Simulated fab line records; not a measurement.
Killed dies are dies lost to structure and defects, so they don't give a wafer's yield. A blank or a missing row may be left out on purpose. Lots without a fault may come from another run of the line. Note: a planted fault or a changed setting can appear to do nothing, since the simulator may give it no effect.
Matching of chambers ; flow n5Finfet ; N5_BEOL_M14_DEP_53 on pecvd-04: 3 sister chambers
The step deposits SiCN from 3MS/NH3, target thk 50 nm, time 17.8 s. 6 wafers are shown with their chamber, then 12 later ones without.

== WAFERS, EACH WITH ITS CHAMBER ==
wafer;chamber;showerheadPlenumPTorr (Torr);throttleValvePct (%)
L085.5;1;4.124;17.6
L086.5;2;4.172;16.8
L086.6;0;4.163;17.0
L087.1;2;4.189;16.9
L087.2;0;4.164;17.2
L087.3;1;4.134;17.7

== WAFERS MISSING THEIR CHAMBER ==
wafer;showerheadPlenumPTorr (Torr);throttleValvePct (%)
L087.4;4.130;17.6
L087.5;4.181;17.2
L087.6;4.170;16.5
L093.1;4.167;17.3
L093.2;4.167;17.1
L093.3;4.127;17.7
L093.4;4.126;17.7
L093.5;4.178;16.8
L093.6;4.179;17.2
L095.2;4.159;17.2
L095.3;4.126;17.5
L095.6;4.165;17.0

== WHICH CHAMBER EACH WENT THROUGH ==
wafer;from the rows above;in truth
L087.4;1;1
L087.5;can't be placed: 0 or 2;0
L087.6;2;2
L093.1;0;0
L093.2;0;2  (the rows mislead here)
L093.3;1;1
L093.4;1;1
L093.5;2;2
L093.6;can't be placed: 0 or 2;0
L095.2;0;0
L095.3;1;1
L095.6;can't be placed: 0 or 2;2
Correctly placed: 8 of 12. Unplaceable from these rows: 3, with the true chamber sitting among the candidates in 3. Wrongly placed: 1.
How it was worked out, from the rows above alone: a wafer's distance from a chamber is the root of the sum, over the readings, of the square of ((its reading less the chamber's mean) divided by the reading's scatter). The wafer belongs to the nearest chamber; if the next one is less than 2 further off, it can't be placed. Each chamber's mean is taken over the wafers shown for it. The scatter is the square root of a quotient: the sum, over the shown wafers, of each reading's squared deviation from its chamber's mean, divided by wafers minus chambers.
